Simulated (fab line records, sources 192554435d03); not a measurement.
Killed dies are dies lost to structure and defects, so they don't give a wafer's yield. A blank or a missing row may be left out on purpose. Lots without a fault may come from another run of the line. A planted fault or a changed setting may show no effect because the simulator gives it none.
fab line records | flow n5_finfet
record lots=24 wafers=72 last_day=19
route steps=1938 shown BEOL_M2@859
lots that met no fault: from a run of the same line without faults
start_h: hours from the record's first day to the start of the lot's first wafer shown | wait_h: hours since the lot's step before | " the same as in the row above | L1.1+2: a row that stands for several wafers | - no value, or no start given | * or withheld: withheld | < > ~ a bound
route shown NAME@n: a module of which the file shows steps, and the number in the route of the first | usual: mean/standard deviation of fault-free wafers | same: alike in all rows | chamber/n: place in a boat | sites: the reading at each site | _std_site: their standard deviation | _edge_site: outer sites' mean less inner sites' | radius_mm: how far each site lies from the wafer's centre | mask NAME#n: copy n | behind: the tool/chamber that last shaped the wafer | hold: why the lot was held/for how many hours/how that ended | device: the transistor (n, p or np) that didn't switch | end of line: the same wafers' tests at the end of the route | a step without rows: its recipe alone | killed: dies lost to structure and defects at the first sort, not the wafer's yield | map: a wafer's dies, x killed, . not, _ none there
set.NAME: the setting as run; set.NAME@STEP: as run at that earlier step | model.NAME: the simulator's own value behind a step, which no gauge read
steps of the route over a sample of lots; a table a step, a row a wafer
services: from which hour (start_h, from the record's first day; less than 0 if before it) a tool's chamber was out of use, for how many hours, and why
## steps
# step N5_BEOL_M2_ETCH_63
# recipe chemistry=CF4 target=SiARC target_depth_a=156 mask_material=CAR-EUV time_s=26 ion_energy_ev=80 pressure_mtorr=40 source_w=545 bias_w=36 Ar_flow_sccm=100 cf4_flow_sccm=100 ends=cleared
# usual drypump_motor_current_A=5.5/0.43 etch_rf_on_time_s=25.9/0.93 oes_product_au=0.67/0.066 rf_vpp_V=184.2/1.3 showerhead_plenum_p_Torr=2.16/0.075 throttle_valve_pct=15.58/0.15
# columns lot.wafer tool chamber start_h wait_h drypump_motor_current_A etch_rf_on_time_s oes_product_au rf_hours_counter_h rf_vpp_V showerhead_plenum_p_Torr throttle_valve_pct
L074.2 rie_diel-01 1 135.05 0.0 5.7 26.6 0.68 82 182.4 2.09 15.41
L074.3 " 3 " " 5.4 26.3 0.65 115 182.2 2.08 15.79
L074.5 " 1 " " 5.8 26.3 0.69 - 182.6 2.09 15.41
L075.3 rie_diel-02 1 139.12 0.0 5.2 25.4 0.67 111 186.0 2.15 15.45
L075.4 " 2 " " 5.8 28.1 0.66 86 184.2 2.27 15.52
L075.6 " 3 " " 4.9 25.5 0.75 - 184.2 2.17 15.51
L076.1 rie_diel-02 0 142.65 0.0 6.1 25.3 0.70 109 182.1 2.06 15.60
L076.2 " 1 " " 5.2 25.6 0.67 113 183.0 2.15 15.45
L076.6 " 1 " " 5.2 25.5 0.67 - 184.8 2.15 15.46
L077.3 rie_diel-02 1 157.32 0.0 5.2 25.5 0.66 117 184.1 2.15 15.47
L077.4 " 2 " " 5.8 27.8 0.66 92 184.2 2.27 15.53
L077.5 " 2 " " 5.8 28.1 0.65 - 186.0 2.27 15.55
L078.1 rie_diel-04 3 160.65 0.0 5.7 26.4 0.62 189 184.9 2.22 15.69
L078.2 " 2 " " 4.7 25.3 0.79 11 184.9 2.19 15.59
L078.4 " 0 " " 5.5 25.3 0.61 234 182.1 2.02 15.61
L080.1 rie_diel-04 3 169.44 0.0 5.7 26.4 0.61 192 184.5 2.22 15.71
L080.2 " 0 " " 5.6 25.2 0.60 237 181.9 2.02 15.59
L080.6 " 3 " " 5.7 26.4 0.62 - 185.0 2.22 15.70
L081.1 rie_diel-04 3 171.64 0.0 5.7 26.3 0.62 193 184.6 2.22 15.71
L081.4 " 1 " " 5.8 27.3 0.66 130 185.7 2.17 15.59
L081.6 " 2 " " 4.8 25.2 0.81 - 183.0 2.19 15.59
L079.1 rie_diel-04 1 172.86 0.0 5.8 27.2 0.65 130 183.2 2.17 15.61
L079.3 " 2 " " 4.8 25.4 0.79 15 183.9 2.19 15.61
L079.6 " 1 " " 5.8 26.8 0.65 - 183.7 2.17 15.59
L083.2 rie_diel-04 2 188.35 0.0 4.7 25.2 0.78 20 185.9 2.19 15.61
L083.3 " 1 " " 5.8 26.7 0.66 135 184.6 2.16 15.58
L083.4 " 3 " " 5.6 26.0 0.61 198 186.1 2.22 15.73
L082.2 rie_diel-04 1 195.01 0.0 5.8 27.0 0.65 137 183.7 2.16 15.59
L082.4 " 2 " " 4.7 25.3 0.78 22 184.6 2.19 15.63
L082.5 " 3 " " 5.7 26.2 0.61 - 184.1 2.22 15.73
L084.4 rie_diel-02 0 203.95 0.0 6.1 25.6 0.68 131 182.0 2.05 15.64
L084.5 " 0 " " 6.1 25.8 0.67 - 183.2 2.05 15.65
L084.6 " 3 " " 4.8 25.3 0.73 - 184.5 2.16 15.53
L085.3 rie_diel-02 0 209.31 0.0 6.2 25.8 0.67 133 180.9 2.05 15.65
L085.4 " 2 " " 5.8 27.7 0.64 110 184.7 2.26 15.58
L085.5 " 0 " " 6.1 25.7 0.67 - 182.6 2.05 15.65
L086.1 rie_diel-02 0 213.35 0.0 6.1 25.2 0.67 134 184.0 2.05 15.64
L086.3 " 3 " " 4.8 25.3 0.73 57 184.7 2.16 15.55
L086.5 " 0 " " 6.2 25.5 0.67 - 183.3 2.05 15.63
L087.3 rie_diel-04 2 217.16 0.0 4.7 25.1 0.77 31 185.5 2.19 15.63
L087.4 " 0 " " 5.5 24.7 0.88 0 186.6 2.26 15.17
L087.6 " 0 " " 5.5 24.2 0.89 - 187.7 2.26 15.15
L088.1 rie_diel-01 2 229.21 0.0 5.6 25.7 0.66 106 185.5 2.14 15.42
L088.3 " 0 " " 6.2 25.1 0.65 143 182.1 2.06 15.77
L088.4 " 1 " " 5.7 26.7 0.66 113 183.3 2.08 15.47
L089.1 rie_diel-04 2 234.07 0.0 4.7 25.0 0.76 39 183.8 2.18 15.66
L089.2 " 3 " " 5.6 25.6 0.61 219 185.5 2.21 15.74
L089.6 " 3 " " 5.6 25.6 0.61 - 185.2 2.21 15.76
L090.1 rie_diel-01 1 235.55 0.0 5.8 26.7 0.66 115 183.4 2.08 15.48
L090.2 " 2 " " 5.6 25.8 0.67 109 184.5 2.14 15.43
L090.4 " 3 " " 5.4 26.2 0.63 149 183.5 2.07 15.87
L091.4 rie_diel-02 2 250.82 0.0 5.8 28.3 0.62 125 185.2 2.26 15.62
L091.5 " 2 " " 5.8 28.6 0.62 - 182.8 2.26 15.60
L091.6 " 3 " " 4.9 25.6 0.70 - 184.4 2.16 15.58
L092.1 rie_diel-04 3 252.12 0.0 5.7 26.3 0.60 225 183.7 2.21 15.78
L092.3 " 2 " " 4.7 25.5 0.74 46 184.3 2.18 15.66
L092.4 " 2 " " 4.7 25.5 0.74 - 183.9 2.18 15.66
L093.1 rie_diel-02 2 255.81 0.0 5.8 28.1 0.63 127 184.8 2.26 15.61
L093.2 " 3 " " 4.9 25.2 0.71 74 183.6 2.16 15.57
L093.5 " 3 " " 4.8 25.4 0.71 - 183.6 2.16 15.59
L094.1 rie_diel-02 3 272.03 0.0 4.8 25.5 0.70 80 184.4 2.15 15.61
L094.3 " 1 " " 5.2 26.0 0.62 158 183.9 2.13 15.56
L094.5 " 2 " " 5.8 28.2 0.62 - 186.0 2.26 15.61
L095.4 rie_diel-04 0 272.21 0.0 5.6 24.3 0.80 23 184.3 2.26 15.18
L095.5 " 1 " " 5.8 26.9 0.64 - 183.8 2.16 15.61
L095.6 " 0 " " 5.5 24.4 0.79 - 185.8 2.26 15.18
L096.3 rie_diel-04 1 272.59 0.0 5.8 26.8 0.65 150 184.8 2.16 15.62
L096.5 " 3 " " 5.7 25.8 0.60 - 185.4 2.21 15.79
L096.6 " 2 " " 4.8 25.3 0.73 - 184.8 2.18 15.69
L097.2 rie_diel-01 1 274.10 0.0 5.8 26.6 0.65 130 183.1 2.07 15.50
L097.3 " 0 " " 6.3 25.1 0.63 160 182.8 2.05 15.80
L097.5 " 1 " " 5.8 26.2 0.65 - 183.3 2.07 15.49
# step N5_BEOL_M2_STRIP_19
# recipe chemistry=O2 power_w=400 temp_c=40 pressure_mtorr=30 rf_frequency_hz=6e+07 bias_power_w=0 overash_fraction=0.2 o2_flow_sccm=225
# usual drypump_motor_current_A=5.5/0.44 oes_product_au=0.79/0.071 rf_vpp_V=3.7/0.49 showerhead_plenum_p_Torr=2.10/0.071 throttle_valve_pct=16.65/0.15
# same overash_fraction=0.2
# columns lot.wafer tool chamber start_h wait_h drypump_motor_current_A oes_product_au rf_hours_counter_h rf_vpp_V showerhead_plenum_p_Torr throttle_valve_pct
L074.2 rie_diel-01 0 135.36 0.1 6.2 0.77 112 3.6 2.04 16.88
L074.3 " 1 " " 5.8 0.82 82 4.3 2.04 16.44
L074.5 " 1 " " 5.7 0.83 - 3.9 2.04 16.44
L075.3 rie_diel-04 1 139.43 0.1 5.8 0.80 121 4.5 2.14 16.70
L075.4 " 2 " " 4.8 0.94 5 3.9 2.14 16.57
L075.6 " 3 " " 5.6 0.72 - 3.5 2.18 16.68
L076.1 rie_diel-02 2 142.96 0.1 5.8 0.79 87 4.4 2.17 16.35
L076.2 " 1 " " 5.2 0.76 113 3.3 2.10 16.53
L076.6 " 0 " " 6.1 0.80 - 3.6 2.00 16.56
L077.3 rie_diel-02 0 157.63 0.1 6.1 0.79 114 3.3 2.00 16.60
L077.4 " 2 " " 5.8 0.79 92 4.2 2.17 16.36
L077.5 " 1 " " 5.2 0.76 - 4.1 2.10 16.56
L078.1 rie_diel-01 2 160.96 0.1 5.6 0.81 84 3.7 2.12 16.53
L078.2 " 0 " " 6.2 0.76 121 3.5 2.04 16.89
L078.4 " 3 " " 5.5 0.77 124 3.9 2.03 16.84
L080.1 rie_diel-01 1 169.75 0.1 5.8 0.80 93 3.7 2.03 16.48
L080.2 " 2 " " 5.6 0.80 87 3.4 2.12 16.54
L080.6 " 0 " " 6.2 0.76 - 3.9 2.04 16.87
L081.1 rie_diel-01 1 172.04 0.2 5.8 0.80 94 4.0 2.03 16.47
L081.4 " 2 " " 5.6 0.81 88 3.6 2.12 16.55
L081.6 " 2 " " 5.6 0.81 - 3.2 2.12 16.54
L079.1 rie_diel-01 2 173.23 0.1 5.6 0.81 88 3.1 2.12 16.55
L079.3 " 3 " " 5.4 0.76 128 3.4 2.03 16.86
L079.6 " 2 " " 5.7 0.81 - 3.3 2.12 16.54
L083.2 rie_diel-04 3 188.66 0.1 5.7 0.71 199 3.7 2.17 16.70
L083.3 " 2 " " 4.8 0.91 20 3.9 2.13 16.59
L083.4 " 0 " " 5.6 0.69 243 3.4 1.99 16.82
L082.2 rie_diel-04 0 195.32 0.1 5.5 0.69 246 3.5 1.99 16.81
L082.4 " 3 " " 5.6 0.70 201 3.1 2.17 16.70
L082.5 " 0 " " 5.6 0.69 - 3.8 1.99 16.80
L084.4 rie_diel-04 1 204.29 0.1 5.8 0.78 - 3.9 2.13 16.75
L084.5 " 2 " " 4.7 0.89 - 4.0 2.13 16.63
L084.6 " 3 " " 5.6 0.71 - 2.8 2.17 16.72
L085.3 rie_diel-04 1 209.67 0.1 5.8 0.77 144 3.2 2.13 16.77
L085.4 " 1 " " 5.8 0.77 - 3.7 2.13 16.78
L085.5 " 2 " " 4.8 0.89 - 3.9 2.13 16.63
L086.1 rie_diel-02 3 213.66 0.1 4.9 0.84 57 3.7 2.16 16.82
L086.3 " 0 " " 6.2 0.78 134 4.1 1.99 16.63
L086.5 " 1 " " 5.2 0.74 - 4.9 2.09 16.57
L087.3 rie_diel-04 0 217.49 0.1 5.6 1.01 0 3.9 2.26 16.38
L087.4 " 3 " " 5.7 0.70 211 4.1 2.17 16.72
L087.6 " 3 " " 5.6 0.71 - 4.2 2.17 16.71
L088.1 rie_diel-04 2 229.52 0.1 4.7 0.87 36 4.0 2.12 16.63
L088.3 " 0 " " 5.6 0.96 5 4.0 2.25 16.40
L088.4 " 0 " " 5.5 0.96 - 3.5 2.25 16.39
L089.1 rie_diel-04 0 234.47 0.2 5.6 0.97 8 3.2 2.25 16.40
L089.2 " 2 " " 4.8 0.87 39 4.0 2.12 16.64
L089.6 " 3 " " 5.6 0.70 - 4.5 2.16 16.73
L090.1 rie_diel-01 3 235.89 0.1 5.4 0.73 149 3.2 2.02 16.90
L090.2 " 0 " " 6.2 0.74 145 3.5 2.03 16.93
L090.4 " 2 " " 5.6 0.78 109 3.0 2.12 16.57
L091.4 rie_diel-04 0 251.16 0.1 5.6 0.94 - 3.4 2.25 16.42
L091.5 " 3 " " 5.7 0.70 - 3.5 2.16 16.75
L091.6 " 2 " " 4.8 0.86 - 3.8 2.12 16.67
L092.1 rie_diel-02 3 252.55 0.2 4.9 0.82 72 2.7 2.15 16.87
L092.3 " 0 " " 6.1 0.76 149 3.8 1.99 16.65
L092.4 " 1 " " 5.2 0.72 - 3.1 2.08 16.61
L093.1 rie_diel-04 2 256.12 0.1 4.7 0.86 48 4.6 2.12 16.65
L093.2 " 0 " " 5.5 0.93 17 3.5 2.25 16.40
L093.5 " 3 " " 5.7 0.68 - 3.8 2.16 16.76
L094.1 rie_diel-02 3 272.43 0.2 4.9 0.81 80 3.7 2.15 16.88
L094.3 " 1 " " 5.2 0.72 158 3.8 2.08 16.61
L094.5 " 1 " " 5.2 0.73 - 3.4 2.08 16.60
L095.4 rie_diel-02 2 272.52 0.1 5.8 0.74 133 3.1 2.16 16.43
L095.5 " 2 " " 5.8 0.75 - 3.7 2.16 16.45
L095.6 " 3 " " 4.9 0.82 - 3.8 2.15 16.88
L096.3 rie_diel-02 1 272.90 0.1 5.2 0.73 158 3.8 2.08 16.61
L096.5 " 3 " " 4.9 0.82 - 3.3 2.15 16.88
L096.6 " 2 " " 5.8 0.75 - 3.7 2.16 16.43
L097.2 rie_diel-01 0 274.41 0.1 6.2 0.73 160 3.2 2.02 16.93
L097.3 " 1 " " 5.7 0.77 130 3.8 2.02 16.52
L097.5 " 0 " " 6.2 0.73 - 3.1 2.02 16.93
# step N5_BEOL_M2_STRIP_97
# recipe chemistry=N2/H2 time_s=10 power_w=450 temp_c=40 pressure_mtorr=20 rf_frequency_hz=6e+07 bias_power_w=7 n2_flow_sccm=200 h2_flow_sccm=200
# usual drypump_motor_current_A=5.6/0.45 n2_flow_sccm=200.0/0.54 oes_product_au=0.77/0.038 rf_vpp_V=59.1/0.83 showerhead_plenum_p_Torr=2.52/0.099 throttle_valve_pct=23.7/0.3
# columns lot.wafer tool chamber start_h wait_h drypump_motor_current_A n2_flow_sccm oes_product_au rf_hours_counter_h rf_vpp_V showerhead_plenum_p_Torr throttle_valve_pct
L074.2 rie_diel-01 3 - - 5.4 199.4 0.76 120 58.7 2.47 24.0
L074.3 " 0 " " 6.2 200.3 0.76 116 58.8 2.42 23.5
L074.5 " 0 " " 6.2 199.4 0.76 - 59.2 2.42 23.4
L075.3 rie_diel-04 3 - - 5.7 200.1 0.71 187 60.8 2.63 23.7
L075.4 " 2 " " 4.7 200.3 0.93 8 60.2 2.63 24.1
L075.6 " 1 " " 5.8 199.9 0.79 - 59.3 2.55 23.6
L076.1 rie_diel-02 1 - - 5.2 200.7 0.77 118 58.7 2.55 23.8
L076.2 " 2 " " 5.8 200.3 0.78 92 59.5 2.69 24.0
L076.6 " 0 " " 6.2 200.3 0.79 - 58.6 2.43 23.6
L077.3 rie_diel-01 2 - - 5.6 199.3 0.81 84 59.0 2.57 23.4
L077.4 " 0 " " 6.2 199.7 0.75 121 57.8 2.42 23.5
L077.5 " 1 " " 5.7 199.9 0.80 - 60.8 2.43 23.1
L078.1 rie_diel-02 3 - - 4.9 200.2 0.86 42 60.2 2.62 23.9
L078.2 " 2 " " 5.8 199.2 0.78 94 59.7 2.69 24.1
L078.4 " 1 " " 5.2 199.8 0.76 120 58.4 2.55 23.8
L080.1 rie_diel-02 0 - - 6.2 199.8 0.79 120 59.2 2.43 23.6
L080.2 " 2 " " 5.8 199.8 0.78 97 59.0 2.69 24.1
L080.6 " 3 " " 4.9 200.3 0.84 - 60.0 2.62 23.9
L081.1 rie_diel-02 1 - - 5.2 199.6 0.75 124 58.2 2.55 23.8
L081.4 " 3 " " 4.9 199.9 0.85 46 60.0 2.62 23.9
L081.6 " 1 " " 5.2 199.8 0.75 - 59.6 2.55 23.8
L079.1 rie_diel-02 1 - - 5.2 199.1 0.75 126 59.1 2.55 23.8
L079.3 " 0 " " 6.2 200.3 0.79 124 59.6 2.42 23.6
L079.6 " 2 " " 5.8 199.7 0.77 - 59.8 2.69 24.1
L083.2 rie_diel-02 1 - - 5.2 199.2 0.75 130 58.3 2.55 23.8
L083.3 " 2 " " 5.7 199.9 0.78 105 60.5 2.69 24.1
L083.4 " 0 " " 6.1 199.6 0.78 128 58.4 2.42 23.6
L082.2 rie_diel-02 2 - - 5.8 200.7 0.77 106 58.5 2.69 24.1
L082.4 " 0 " " 6.1 200.7 0.77 - 59.1 2.42 23.6
L082.5 " 3 " " 4.9 199.1 0.84 - 59.4 2.61 23.9
L084.4 rie_diel-02 2 - - 5.8 198.7 0.78 110 59.1 2.69 24.1
L084.5 " 1 " " 5.2 200.3 0.75 - 58.9 2.54 23.8
L084.6 " 0 " " 6.1 198.3 0.77 - 58.5 2.42 23.6
L085.3 rie_diel-02 3 - - 4.9 199.5 0.84 57 59.2 2.61 23.9
L085.4 " 1 " " 5.2 199.3 0.75 136 60.4 2.54 23.8
L085.5 " 2 " " 5.8 199.9 0.77 - 59.8 2.69 24.1
L086.1 rie_diel-02 3 - - 4.9 200.0 0.84 58 58.1 2.61 23.9
L086.3 " 2 " " 5.8 200.1 0.78 112 58.9 2.69 24.1
L086.5 " 2 " " 5.8 199.7 0.78 - 58.9 2.69 24.1
L087.3 rie_diel-01 2 - - 5.6 200.4 0.79 104 59.3 2.56 23.4
L087.4 " 3 " " 5.4 199.5 0.74 145 59.2 2.45 24.0
L087.6 " 2 " " 5.6 200.9 0.78 - 58.1 2.56 23.4
L088.1 rie_diel-02 0 - - 6.2 200.5 0.77 142 58.1 2.42 23.6
L088.3 " 3 " " 4.9 199.1 0.84 65 60.1 2.61 23.9
L088.4 " 2 " " 5.8 199.9 0.76 119 59.3 2.68 24.1
L089.1 rie_diel-02 3 - - 4.9 199.2 0.82 67 58.2 2.61 23.9
L089.2 " 2 " " 5.8 200.0 0.76 121 60.9 2.68 24.1
L089.6 " 1 " " 5.2 200.4 0.73 - 59.0 2.54 23.8
L090.1 rie_diel-01 0 - - 6.3 200.6 0.74 147 59.2 2.41 23.5
L090.2 " 3 " " 5.5 200.3 0.73 151 59.2 2.45 24.1
L090.4 " 1 " " 5.7 200.2 0.78 118 58.8 2.42 23.1
L091.4 rie_diel-02 1 - - 5.2 200.0 0.73 - 58.8 2.54 23.8
L091.5 " 0 " " 6.1 199.1 0.77 - 59.4 2.41 23.6
L091.6 " 3 " " 4.9 200.8 0.82 - 59.2 2.61 23.9
L092.1 rie_diel-02 1 - - 5.2 201.0 0.73 153 60.3 2.54 23.8
L092.3 " 2 " " 5.8 199.8 0.75 127 61.5 2.68 24.1
L092.4 " 2 " " 5.8 200.3 0.75 - 61.0 2.68 24.1
L093.1 rie_diel-01 0 - - 6.2 199.8 0.73 155 57.7 2.41 23.5
L093.2 " 1 " " 5.8 200.4 0.77 125 58.5 2.42 23.1
L093.5 " 1 " " 5.7 200.0 0.77 - 59.8 2.42 23.1
L094.1 rie_diel-01 3 - - 5.5 200.0 0.73 165 58.5 2.45 24.1
L094.3 " 2 " " 5.7 199.9 0.77 125 59.4 2.55 23.4
L094.5 " 2 " " 5.6 200.2 0.77 - 59.6 2.55 23.5
L095.4 rie_diel-01 3 - - 5.5 200.2 0.72 166 58.1 2.45 24.1
L095.5 " 0 " " 6.3 200.0 0.73 - 58.1 2.40 23.5
L095.6 " 1 " " 5.8 200.4 0.76 - 58.6 2.42 23.1
L096.3 rie_diel-01 3 - - 5.5 200.1 0.72 166 59.2 2.45 24.1
L096.5 " 3 " " 5.5 200.1 0.72 - 58.7 2.45 24.1
L096.6 " 0 " " 6.2 199.6 0.73 - 58.2 2.40 23.5
L097.2 rie_diel-01 0 - - 6.2 200.2 0.72 165 58.3 2.40 23.5
L097.3 " 3 " " 5.4 199.5 0.72 169 58.7 2.44 24.0
L097.5 " 0 " " 6.2 200.5 0.74 - 59.2 2.40 23.5
# step N5_BEOL_M2_SPUTTER_48
# recipe material=Cu target_thk_a=45 temp_c=-20 chamber_pressure_pa=0.07 power_w=withheld time_s=8.29
# usual throttle_valve_pct=30.1/0.91
# columns lot.wafer tool chamber start_h wait_h throttle_valve_pct
L074.2 pvd_sputter-02 - 148.01 0.1 31.0
L074.3 " - " " 30.6
L074.5 " - " " 31.0
L075.3 pvd_sputter-01 - 153.45 0.3 31.0
L075.4 " - " " 29.9
L075.6 " - " " 30.1
L076.1 pvd_sputter-03 - 160.62 0.1 30.4
L076.2 " - " " 30.0
L076.6 " - " " 30.3
L077.3 pvd_sputter-03 - 162.78 0.1 30.4
L077.4 " - " " 30.3
L077.5 " - " " 30.4
L078.1 pvd_sputter-03 - 168.29 1.7 30.0
L078.2 " - " " 30.2
L078.4 " - " " 30.3
L080.1 pvd_sputter-03 - 175.33 0.1 30.4
L080.2 " - " " 31.0
L080.6 " - " " 30.1
L081.1 pvd_sputter-01 - 178.81 1.7 30.0
L081.4 " - " " 31.0
L081.6 " - " " 31.1
L079.1 pvd_sputter-03 - 185.59 0.2 30.4
L079.3 " - " " 30.2
L079.6 " - " " 30.6
L083.2 pvd_sputter-01 - 196.25 1.7 30.2
L083.3 " - " " 31.0
L083.4 " - " " 30.6
L082.2 pvd_sputter-03 - 197.93 0.2 30.4
L082.4 " - " " 30.1
L082.5 " - " " 31.1
L084.4 pvd_sputter-02 - 213.25 0.1 31.0
L084.5 " - " " 31.4
L084.6 " - " " 28.0
L085.3 pvd_sputter-02 - 215.81 0.1 30.0
L085.4 " - " " 30.6
L085.5 " - " " 31.2
L086.1 pvd_sputter-03 - 216.83 0.2 30.4
L086.3 " - " " 30.1
L086.5 " - " " 30.8
L087.3 pvd_sputter-01 - 226.75 1.5 31.2
L087.4 " - " " 30.3
L087.6 " - " " 28.0
L088.1 pvd_sputter-03 - 234.38 0.1 30.4
L088.3 " - " " 30.3
L088.4 " - " " 31.0
L089.1 pvd_sputter-02 - 240.61 0.2 30.0
L089.2 " - " " 31.2
L089.6 " - " " 31.2
L090.1 pvd_sputter-01 - 243.75 0.2 31.0
L090.2 " - " " 30.4
L090.4 " - " " 27.9
L091.4 pvd_sputter-03 - 255.20 0.1 30.5
L091.5 " - " " 31.0
L091.6 " - " " 30.4
L092.1 pvd_sputter-01 - 260.56 1.9 30.9
L092.3 " - " " 30.4
L092.4 " - " " 30.1
L093.1 pvd_sputter-03 - 263.58 0.2 30.7
L093.2 " - " " 30.2
L093.5 " - " " 30.9
L094.1 pvd_sputter-02 - 280.33 0.1 29.7
L094.3 " - " " 31.3
L094.5 " - " " 31.4
L095.4 pvd_sputter-02 - 282.25 0.0 28.2
L095.5 " - " " 29.9
L095.6 " - " " 28.3
L096.3 pvd_sputter-01 - 284.09 0.1 29.6
L096.5 " - " " 30.0
L096.6 " - " " 30.9
L097.2 pvd_sputter-02 - 287.25 0.2 30.3
L097.3 " - " " 28.3
L097.5 " - " " 30.4
# step N5_BEOL_M2_ANNEAL_95
# recipe temp_c=400 time_s=240 ambient=vacuum
# usual heater_power_w=814/87
# columns lot.wafer tool chamber start_h wait_h heater_power_w
L074.2 pvd_sputter-02 - 149.63 0.0 837
L074.3 " - " " 901
L074.5 " - " " 841
L075.3 pvd_sputter-01 - 155.07 0.0 872
L075.4 " - " " 748
L075.6 " - " " 756
L076.1 pvd_sputter-03 - 162.24 0.0 831
L076.2 " - " " 670
L076.6 " - " " 742
L077.3 pvd_sputter-03 - 164.40 0.0 818
L077.4 " - " " 665
L077.5 " - " " 827
L078.1 pvd_sputter-03 - 169.91 0.0 744
L078.2 " - " " 819
L078.4 " - " " 725
L080.1 pvd_sputter-03 - 176.95 0.0 738
L080.2 " - " " 847
L080.6 " - " " 682
L081.1 pvd_sputter-01 - 180.43 0.0 755
L081.4 " - " " 874
L081.6 " - " " 879
L079.1 pvd_sputter-03 - 187.21 0.0 815
L079.3 " - " " 673
L079.6 " - " " 823
L083.2 pvd_sputter-01 - 197.87 0.0 770
L083.3 " - " " 894
L083.4 " - " " 819
L082.2 pvd_sputter-03 - 199.55 0.0 745
L082.4 " - " " 662
L082.5 " - " " 881
L084.4 pvd_sputter-02 - 214.87 0.0 845
L084.5 " - " " 848
L084.6 " - " " 978
L085.3 pvd_sputter-02 - 217.43 0.0 783
L085.4 " - " " 917
L085.5 " - " " 838
L086.1 pvd_sputter-03 - 218.45 0.0 857
L086.3 " - " " 672
L086.5 " - " " 857
L087.3 pvd_sputter-01 - 228.37 0.0 918
L087.4 " - " " 810
L087.6 " - " " 763
L088.1 pvd_sputter-03 - 236.00 0.0 736
L088.3 " - " " 661
L088.4 " - " " 875
L089.1 pvd_sputter-02 - 242.29 0.0 787
L089.2 " - " " 864
L089.6 " - " " 842
L090.1 pvd_sputter-01 - 245.37 0.0 881
L090.2 " - " " 850
L090.4 " - " " 741
L091.4 pvd_sputter-03 - 257.26 0.0 820
L091.5 " - " " 845
L091.6 " - " " 834
L092.1 pvd_sputter-01 - 262.18 0.0 915
L092.3 " - " " 827
L092.4 " - " " 764
L093.1 pvd_sputter-03 - 265.20 0.0 741
L093.2 " - " " 671
L093.5 " - " " 869
L094.1 pvd_sputter-02 - 281.95 0.0 777
L094.3 " - " " 847
L094.5 " - " " 834
L095.4 pvd_sputter-02 - 283.87 0.0 977
L095.5 " - " " 793
L095.6 " - " " 977
L096.3 pvd_sputter-01 - 285.71 0.0 756
L096.5 " - " " 757
L096.6 " - " " 908
L097.2 pvd_sputter-02 - 288.87 0.0 908
L097.3 " - " " 963
L097.5 " - " " 911
# step N5_BEOL_M2_ANNEAL_51
# recipe temp_c=225 time_s=90 ambient=N2
# usual anneal_temp_c_max=226.0/0.31 wafer_temp_C_max=225.89/0.26
# columns lot.wafer tool chamber start_h wait_h anneal_temp_c_max wafer_temp_C_max
L074.2 rtp_anneal-02 0 150.15 0.2 225.9 226.15
L074.3 " 0 " " 226.1 225.72
L074.5 " 0 " " 226.2 226.03
L075.3 rtp_anneal-01 0 155.49 0.1 225.6 226.37
L075.4 " 0 " " 225.6 226.13
L075.6 " 0 " " 225.4 226.00
L076.1 rtp_anneal-02 0 162.91 0.4 226.3 225.93
L076.2 " 0 " " 226.2 226.08
L076.6 " 0 " " 226.0 225.83
L077.3 rtp_anneal-01 0 164.82 0.1 225.9 225.46
L077.4 " 0 " " 226.0 225.79
L077.5 " 0 " " 226.1 225.85
L078.1 rtp_anneal-02 0 170.25 0.1 225.9 225.45
L078.2 " 0 " " 225.9 225.85
L078.4 " 0 " " 226.3 225.43
L080.1 rtp_anneal-01 0 177.28 0.1 225.5 225.87
L080.2 " 0 " " 225.6 225.57
L080.6 " 0 " " 225.7 226.19
L081.1 rtp_anneal-02 0 180.76 0.1 226.6 225.68
L081.4 " 0 " " 226.1 226.23
L081.6 " 0 " " 226.6 225.51
L079.1 rtp_anneal-02 0 187.54 0.1 226.3 226.03
L079.3 " 0 " " 225.8 225.98
L079.6 " 0 " " 226.4 226.21
L083.2 rtp_anneal-01 0 198.25 0.1 225.7 225.69
L083.3 " 0 " " 225.3 225.52
L083.4 " 0 " " 225.7 225.48
L082.2 rtp_anneal-02 0 200.07 0.2 226.2 226.48
L082.4 " 0 " " 226.6 225.97
L082.5 " 0 " " 226.3 226.33
L084.4 rtp_anneal-01 0 215.48 0.3 225.8 225.76
L084.5 " 0 " " 225.5 226.48
L084.6 " 0 " " 225.6 225.64
L085.3 rtp_anneal-02 0 218.38 0.7 226.2 226.17
L085.4 " 0 " " 225.9 225.82
L085.5 " 0 " " 225.9 225.92
L086.1 rtp_anneal-02 0 218.83 0.1 225.7 226.32
L086.3 " 0 " " 225.8 226.52
L086.5 " 0 " " 226.3 225.75
L087.3 rtp_anneal-02 0 228.91 0.2 226.3 225.85
L087.4 " 0 " " 226.7 226.20
L087.6 " 0 " " 226.3 226.31
L088.1 rtp_anneal-02 0 236.33 0.1 226.1 225.59
L088.3 " 0 " " 226.1 225.64
L088.4 " 0 " " 226.3 225.79
L089.1 rtp_anneal-01 0 242.63 0.1 225.4 225.98
L089.2 " 0 " " 225.7 225.49
L089.6 " 0 " " 225.7 225.55
L090.1 rtp_anneal-01 0 245.72 0.1 225.5 225.95
L090.2 " 0 " " 225.7 225.50
L090.4 " 0 " " 225.8 225.42
L091.4 rtp_anneal-01 0 257.89 0.3 225.7 225.96
L091.5 " 0 " " 225.7 226.65
L091.6 " 0 " " 225.7 225.93
L092.1 rtp_anneal-02 0 262.83 0.4 226.3 225.87
L092.3 " 0 " " 226.3 225.45
L092.4 " 0 " " 226.3 225.81
L093.1 rtp_anneal-02 0 265.53 0.1 226.1 226.02
L093.2 " 0 " " 226.0 226.18
L093.5 " 0 " " 226.0 226.11
L094.1 rtp_anneal-01 0 282.50 0.3 225.6 225.86
L094.3 " 0 " " 225.7 226.02
L094.5 " 0 " " 226.0 225.99
L095.4 rtp_anneal-01 0 284.34 0.2 225.7 225.71
L095.5 " 0 " " 225.4 225.75
L095.6 " 0 " " 225.7 225.80
L096.3 rtp_anneal-02 0 286.13 0.1 226.1 225.58
L096.5 " 0 " " 226.4 225.73
L096.6 " 0 " " 226.4 225.75
L097.2 rtp_anneal-02 0 289.25 0.1 225.9 226.38
L097.3 " 0 " " 225.9 225.89
L097.5 " 0 " " 226.4 226.10
## services
# columns tool chamber start_h hours kind
rie_diel-01 - 116.22 0.3 repair
rie_diel-04 - 134.04 2.8 pm
pvd_sputter-03 - 138.10 13.5 repair
pvd_sputter-02 - 177.90 0.7 repair
rie_diel-02 2 180.71 1.5 repair
rie_diel-02 3 182.82 5.4 repair
rie_diel-04 0 204.10 - clean
rie_diel-04 0 204.10 - consumable_replace:focus_ring
rie_diel-04 0 204.10 - consumable_replace:showerhead
rie_diel-04 0 204.10 12.5 scheduled_down
rie_diel-04 0 204.10 12.5 vent_cycle
rie_diel-01 - 205.96 2.7 repair
rie_diel-04 1 218.53 47.5 repair
rie_diel-02 2 251.79 2.0 repair
rie_diel-02 0 254.07 3.1 repair
rtp_anneal-02 - 257.23 5.3 pm
## key
fault none
